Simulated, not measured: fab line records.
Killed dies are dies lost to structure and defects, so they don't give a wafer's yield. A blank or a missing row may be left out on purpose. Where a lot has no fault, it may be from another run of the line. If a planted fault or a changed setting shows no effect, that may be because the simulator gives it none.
Code-filled problem report in 8D (eight disciplines) form || flow nandHarc || the parts of the form that need people (team, actions taken, sign-off) are left out

== 1. PROBLEM STATEMENT ==
timeToEndpointS at NHARC_P_CONTACT_CMP_24 reads a mean of 74.9 s on 3 wafers of 2 lots; wafers without a fault read 39.9 s with a standard deviation of 2.7. Measured from the usual mean, that is +13 standard deviations.
The step: polishes, t overpolish 30 s, target thk 200 nm.
First observed at day 12 00:55: wafer L630.6, on cmp-02. At this step, 36 wafers from 12 lots have a number in the record. The rule behind "out" and "out of limits": a value lying over 4 standard deviations away from the usual mean. The other wafers with a number count as sound.

== 2. WHAT IT IS, WHAT IT ISN'T ==
{"question": "which readings at this step", "is": "timeToEndpointS", "is not": "motorCurrentA, overpolishRunS"}
{"question": "which lots", "is": "L630, L631", "is not": "L616, L617, L619, L620, L622, L623, L627, L637, L638, L639"}
{"question": "which wafers of those lots", "is": "L630.6, L631.4, L631.5", "is not": "L630.4, L630.5, L631.6"}
{"question": "read on which tools", "is": "cmp-02, cmp-04", "is not": "cmp-03"}
{"question": "when", "is": "from day 12 00:55", "is not": "up to then (23 sound wafers); but 10 sound wafers of L631, L637, L638, L639 came after"}

== 3. THE SUSPECTS, EACH WITH WHAT RULES IT OUT ==
Counting: a tool at a process step up to the reading stays a suspect if it ran every lot that is out. Sound lots after the first of them don't rule it out here, since some wafers of a struck lot are sound.
- cvdW-01 at NHARC_P_CONTACT_CVD_23 (deposits W, target thk 200 nm, time 557 s): kept. Every lot that is out went through it, the first being L630 (day 12 00:29); the last sound lot it ran before that was L627 (day 10 11:25).
- Within cvdW-01 at NHARC_P_CONTACT_CVD_23, the wafers that are out were processed in chamber 0 and their sound lot-mates in chamber 1.
The count leaves cvdW-01 at NHARC_P_CONTACT_CVD_23.

== 4. THE CAUSE (what the simulator had put in) ==
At NHARC_P_CONTACT_CVD_23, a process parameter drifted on cvdW-01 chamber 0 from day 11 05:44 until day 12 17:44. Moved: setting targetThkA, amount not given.
This tool alone remained once counting was done.

== 5. THE CHAIN OF EFFECTS, in route order ==
One row per reading whose mean, taken over the struck wafers that have a number, lies over 3 standard deviations from the usual. Only readings for which the record gives a usual standard deviation are gone through. hours: the time from each lot's start at the first step in this table that gives one to its start at this step, as a median over the lots. sigmas: the change in usual standard deviations.
{"hours": 0, "step": "NHARC_P_CONTACT_CMP_24", "reading": "timeToEndpointS", "usual": "39.9 s", "on struck wafers": 74.9, "change": "+35.0", "sigmas": "+13"}
Process steps it contains:
- NHARC_P_CONTACT_CMP_24: polishes, t overpolish 30 s, target thk 200 nm.

== 6. WHAT WOULD HAVE CAUGHT IT SOONER ==
First out-of-limits reading in this record: day 12 00:55, which is 19 hours after fault onset at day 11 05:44.
Of the tool readings at NHARC_P_CONTACT_CVD_23 for which the record gives a usual standard deviation, none was out on any struck wafer, so an alarm limit of 4 standard deviations on them would not have fired.
Among the 2 lots that are out, L631 began NHARC_P_CONTACT_CVD_23 on cvdW-01 after day 12 00:55. A hold on the tool at that time would have spared it.
